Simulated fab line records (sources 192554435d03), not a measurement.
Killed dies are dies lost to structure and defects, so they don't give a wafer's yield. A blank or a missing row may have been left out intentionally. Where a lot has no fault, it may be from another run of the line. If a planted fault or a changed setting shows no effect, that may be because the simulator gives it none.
fab line records -- flow n5-finfet
record: lots: 7, wafers: 21
route steps=1938 shown BEOL_M15@1809
start-h: start of the lot's first displayed wafer, in hours after the record's first day -- wait-h: hours from the lot's prior step to this one -- " unchanged from the row above -- L1.1+2: a single row standing in for several wafers -- - no value, or no start was given -- * or withheld: withheld -- < > ~ a bound
route shown NAME@n: NAME is a module with steps in the file, n the number in the route of the first one -- usual: mean and standard deviation over wafers with no fault -- same: alike in all rows -- chamber/n: place in a boat -- sites: per-site readings -- _std_site: the standard deviation of these -- _edge_site: the outer-site mean with the inner-site mean subtracted -- radius-mm: for every site, how far away it sits from the centre of the wafer -- mask NAME#n: copy n -- behind: tool/chamber where the wafer was last shaped -- hold: the reason the lot was held/the length of the hold in hours/how it ended -- device: transistor that didn't switch, given as n, p or np -- end of line: the tests these same wafers got at the end of their route -- for a step that has no rows: nothing shown but its recipe -- killed: count of dies lost to structure and defects at first sort (not the wafer's yield) -- map: dies across one wafer; x = killed, . = not, _ = none there
set.NAME: the setting as run; set.NAME@STEP: as run at that earlier step -- model.NAME: the simulator's own value behind a step, which no gauge read
lots where settings were altered on purpose, with a table for each step and a row for each wafer
== steps ==
step: N5_BEOL_M15_TRENCH_ETCH_34
recipe: chemistry: C4F8/O2/Ar, target: SiO2, target-depth-a: 8729.3, he-inner-torr: 15, he-outer-torr: 30, time-s: 199, ion-energy-ev: 800, pressure-mtorr: 20, source-w: 1905, bias-w: 2040, Ar_flow_sccm: 400, C4F8_flow_sccm: 16, O2_flow_sccm: 12
lot.wafer,tool,chamber,start-h,wait-h,set.time-s,model.etch.depth-nm,model.coat_of_BEOL_M15_COAT_22.thk-nm
L078.1,rie-diel-02,3,278.25,0.0,199,849.9,554.8
L078.5,rie-diel-02,3,278.25,0.0,199,846.2,554.6
L078.6,rie-diel-02,0,278.25,0.0,199,862.7,549.4
L084.4,rie-diel-02,1,304.05,0.0,199,874.8,542.8
L084.5,rie-diel-02,1,304.05,0.0,199,875.3,540.4
L084.6,rie-diel-02,0,304.05,0.0,199,866.2,538.8
L085.4,rie-diel-02,1,309.79,0.0,199,870.1,548.8
L085.5,rie-diel-02,0,309.79,0.0,199,858.1,545.2
L085.6,rie-diel-02,1,309.79,0.0,199,870.6,547.8
L087.3,rie-diel-02,2,331.19,0.0,229.8,945.2,532.2
L087.5,rie-diel-02,2,331.19,0.0,199,824,559.2
L087.6,rie-diel-02,3,331.19,0.0,229.8,974.7,527.8
L089.1,rie-diel-06,0,343.91,0.0,199,868.9,550.8
L089.2,rie-diel-06,1,343.91,0.0,199,860.7,548
L089.4,rie-diel-06,3,343.91,0.0,220,968.4,528.8
L094.1,rie-diel-05,2,370.66,0.0,199,874.8,542.8
L094.4,rie-diel-05,0,370.66,0.0,199,863.6,544.8
L094.5,rie-diel-05,3,370.66,0.0,158.1,658.5,590
L097.1,rie-diel-02,3,392.74,0.0,220.1,944.1,534.2
L097.2,rie-diel-02,0,392.74,0.0,199,864.4,547.4
L097.6,rie-diel-02,3,392.74,0.0,199,846.5,556.2
step: N5_BEOL_M15_SPUTTER_45
recipe: material: Cu, target-thk-a: 1000, temp-c: -20, bias-v: 60, power-w: 26000, chamber-pressure-pa: 0.13, time-s: 16.67
lot.wafer,tool,chamber,start-h,wait-h,set.time-s
L078.1+5+6,pvd-sputter-03,-,280.88,0.0,16.67
L084.4+5,pvd-sputter-01,-,305.47,0.0,16.67
L084.6,pvd-sputter-01,-,305.47,0.0,18
L085.4+6,pvd-sputter-02,-,314.54,0.0,16.67
L085.5,pvd-sputter-02,-,314.54,0.0,18.33
L087.3,pvd-sputter-01,-,340.13,0.0,16.67
L087.5+6,pvd-sputter-01,-,340.13,0.0,18.95
L089.1+2+4,pvd-sputter-03,-,348.28,0.0,16.67
L094.1,pvd-sputter-02,-,374.34,0.0,17.31
L094.4+5,pvd-sputter-02,-,374.34,0.0,16.67
L097.1+2,pvd-sputter-03,-,399.92,0.0,18.48
L097.6,pvd-sputter-03,-,399.92,0.0,16.67
step: N5_BEOL_M15_ECD_47
recipe: material: Cu, target-thk-a: 18600
step: N5_BEOL_M15_ANNEAL_48
recipe: temp-c: 225, time-s: 90, ambient: N2
step: N5_BEOL_M15_CMP_49
recipe: stop-on: SiO2, t-overpolish-s: 4.9, down-force-psi: 2, platen-rpm: 80, clearing-platen-down-force-psi: 2, clearing-platen-rpm: 80, post-cmp-clean: cu-alkaline, target-thk-nm: 850, clearing-platen-pad-velocity-m-s: 1.5917, pad-velocity-m-s: 1.5917
lot.wafer,tool,chamber,start-h,wait-h,set.time-s@BEOL_M15_TRENCH_ETCH_34,model.Cu_of_BEOL_M15_ECD_47.thk-nm
L078.1,cmp-04,1,281.79,0.3,199,826.2
L078.6,cmp-04,1,281.79,0.3,199,840
L078.5,cmp-04,2,281.79,0.3,199,823
L084.4,cmp-02,2,307.68,0.2,199,852.2
L084.6,cmp-02,0,307.68,0.2,199,-
L084.5,cmp-02,1,307.68,0.2,199,854.6
L085.4,cmp-03,3,315.34,0.2,199,846.6
L085.5,cmp-03,1,315.34,0.2,199,-
L085.6,cmp-03,2,315.34,0.2,199,847.8
L087.3,cmp-02,2,341.45,0.3,229.8,922.2
L087.6,cmp-02,0,341.45,0.3,229.8,-
L087.5,cmp-02,1,341.45,0.3,199,-
L089.2,cmp-02,0,348.97,0.2,199,835.8
L089.1,cmp-02,1,348.97,0.2,199,847
L089.4,cmp-02,2,348.97,0.2,220,945.8
L094.4,cmp-02,1,375.02,0.1,199,842.2
L094.1,cmp-02,3,375.02,0.1,199,-
L094.5,cmp-02,2,375.02,0.1,158.1,636.4
L097.2,cmp-03,0,400.94,0.2,199,-
L097.1,cmp-03,1,400.94,0.2,220.1,-
L097.6,cmp-03,1,400.94,0.2,199,823
step: N5_BEOL_M15_PRE_CLEAN_52
recipe: gas: NH3, time-s: 15, temp-c: withheld, rf-power-w: 300
step: N5_BEOL_M15_DEP_53
recipe: material: SiCN, target-thk-a: 500, temp-c: withheld, precursor: 3MS/NH3, pressure-torr: 3, rf-w: 675, time-s: 17.8
step: N5_BEOL_M15_RS_MEAS_54
recipe: thk-meas-gauge: four-point-probe, reads: Cu_of_BEOL_M15_ECD_47+Ta_of_BEOL_M15_SPUTTER_44+TaN_of_BEOL_M15_SPUTTER_43
usual: M15_RS: 0.0217/0.00051
lot.wafer,tool,chamber,start-h,wait-h,set.time-s@BEOL_M15_TRENCH_ETCH_34,M15_RS[ohm/sq]
L078.1,film-metro-02,-,282.22,0.0,199,0.0222
L078.5,film-metro-02,-,282.22,0.0,199,0.0222
L078.6,film-metro-02,-,282.22,0.0,199,0.0218
L084.4,film-metro-01,-,308.03,0.0,199,0.0215
L084.5,film-metro-01,-,308.03,0.0,199,0.0214
L084.6,film-metro-01,-,308.03,0.0,199,0.0217
L085.4,film-metro-01,-,315.69,0.0,199,0.0217
L085.5,film-metro-01,-,315.69,0.0,199,0.0219
L085.6,film-metro-01,-,315.69,0.0,199,0.0216
L087.3,film-metro-01,-,341.80,0.1,229.8,0.0198
L087.5,film-metro-01,-,341.80,0.1,199,0.0228
L087.6,film-metro-01,-,341.80,0.1,229.8,0.0193
L089.1,film-metro-02,-,349.36,0.0,199,0.0216
L089.2,film-metro-02,-,349.36,0.0,199,0.0219
L089.4,film-metro-02,-,349.36,0.0,220,0.0193
L094.1,film-metro-02,-,375.44,0.0,199,0.0215
L094.4,film-metro-02,-,375.44,0.0,199,0.0217
L094.5,film-metro-02,-,375.44,0.0,158.1,0.0289
L097.1,film-metro-02,-,401.41,0.1,220.1,0.0199
L097.2,film-metro-02,-,401.41,0.1,199,0.0217
L097.6,film-metro-02,-,401.41,0.1,199,0.0223
== key ==
split: step: N5_BEOL_M15_TRENCH_ETCH_34, setting: time-s, stated: 199, by: wafer
response: step: N5_BEOL_M15_TRENCH_ETCH_34, reading: model.etch.depth-nm, change: +9.56, per: 1%, r: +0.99
response: step: N5_BEOL_M15_TRENCH_ETCH_34, reading: model.coat_of_BEOL_M15_COAT_22.thk-nm, change: -2.04, per: 1%, r: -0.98
response: step: N5_BEOL_M15_CMP_49, reading: model.Cu_of_BEOL_M15_ECD_47.thk-nm, change: +9.98, per: 1%, r: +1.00
response: step: N5_BEOL_M15_RS_MEAS_54, reading: M15_RS, change: -0.00028, per: 1%, r: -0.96
split: step: N5_BEOL_M15_SPUTTER_45, setting: time-s, stated: 16.67, by: wafer
response none clear
